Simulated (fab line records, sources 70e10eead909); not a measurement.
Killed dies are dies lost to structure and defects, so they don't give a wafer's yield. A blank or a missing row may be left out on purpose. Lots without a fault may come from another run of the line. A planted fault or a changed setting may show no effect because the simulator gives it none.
A struck lot beside a sound one | flow nand_harc | 15 steps out of a route of 1159
Sound: wafers L709.3, L709.5, L709.6. Struck: wafers L717.1, L717.2, L717.6. The cause comes at the end.
At each step with rows: each side's tool, then ch and its chambers, then its first start. Under that, the readings that differ: sound wafers | struck wafers | difference of the means | sigmas: that difference in standard deviations of wafers without a fault.
alike: readings whose means differ by less than 2 such deviations, and words and numbers that are the same on both sides. not compared: withheld readings, readings that some wafer has no value for, bounds like >300 that may hide the same value, and numbers for which the record gives no deviation and whose values overlap.
The two part at a step that has a row with sigmas, a row that says differs or no value, or rows on one side only. Numbers that don't overlap but have no deviation are shown without sigmas and don't part them. A reading that every wafer of one side lacks parts them only if that side has two wafers or more.

first, 8 steps without rows for these wafers: NHARC_P_ZERO_WELL_HMDS_04 (time 30 s); NHARC_P_ZERO_WELL_COAT_64 (time 65 s); NHARC_P_ZERO_WELL_COAT_05 (resist thk 600 nm); NHARC_P_ZERO_WELL_SOFTBAKE_06 (time 70 s); NHARC_P_ZERO_WELL_EBR_07; NHARC_P_ZERO_WELL_EXPOSE_08 (exposes mask P ZERO, target cd 500 nm); NHARC_P_ZERO_WELL_PEB_09 (peb time 80 s); NHARC_P_ZERO_WELL_DEVELOP_10 (time 50 s).
NHARC_P_ZERO_WELL_CD_MEAS_11: target cd 500 nm.
  sound on cd_sem-03 ch 0, day 2 07:15; struck on cd_sem-03 ch 0, day 4 07:14
  alike: cd_nm
then, 1 step without rows for these wafers: NHARC_P_ZERO_WELL_HARDBAKE_12 (time 65 s).
NHARC_P_ZERO_WELL_DESCUM_13: chemistry O2, time 3 s.
  sound on rie_diel-04 ch 2,3, day 2 07:32; struck on rie_diel-04 ch 0,2, day 4 07:24
  reading               | sound             | struck            | difference | sigmas
  oes_product_au (a.u.) | 0.989 0.994 0.991 | 1.012 1.009 1.010 | +0.019     | +2
  alike: drypump_motor_current_A, rf_vpp_V, showerhead_plenum_p_Torr, throttle_valve_pct
  not compared: rf_hours_counter_h
NHARC_P_ZERO_WELL_ETCH_65: etches the open film in N2/H2, target depth 80 nm, overetch 24 nm, time 87.88 s.
  sound on rie_diel-04 ch 0,2,3, day 2 07:38; struck on rie_diel-04 ch 0,1,3, day 4 07:29
  alike: bias_w, chamber_pressure_mTorr, drypump_motor_current_A, oes_product_au, rf_vpp_V, showerhead_plenum_p_Torr, throttle_valve_pct
  not compared: rf_hours_counter_h
NHARC_P_ZERO_WELL_ETCH_62: etches the open film in CHF3/Ar, target depth 13 nm, time 6.5 s.
  sound on rie_diel-04 ch 0,2,3, day 2 07:43; struck on rie_diel-04 ch 1,3, day 4 07:34
  no value came back on the struck wafers for any of 8 readings (bias_w (W), chamber_pressure_mTorr (mTorr) and others); on the sound wafers bias_w (W) reads 199.0 200.6 199.8
  not compared: rf_hours_counter_h
NHARC_P_ZERO_WELL_ETCH_63: etches the open film in HBr/Cl2, target depth 120 nm, time 40.1 s.
  sound on rie_si-04 ch 0,1, day 2 07:47; struck on rie_si-04 ch 0,1,2, day 4 07:40
  alike: bias_w, chamber_pressure_mTorr, drypump_motor_current_A, oes_product_au, throttle_valve_pct
  not compared: rf_hours_counter_h
-- the record jumps here: 19 days lie between the struck wafers' starts before and after (it left off in module P_ZERO_WELL and takes up again in module END, whose first step shown is number 1159 of the route) --
NHARC_END_SORT_01:
  the record has rows for the struck wafers here (prober-02 ch 0, day 22 20:46) and none for the sound ones

WHERE THEY PART
First at NHARC_P_ZERO_WELL_DESCUM_13; last, within this record, at NHARC_END_SORT_01.

WHY: what the simulator had put in
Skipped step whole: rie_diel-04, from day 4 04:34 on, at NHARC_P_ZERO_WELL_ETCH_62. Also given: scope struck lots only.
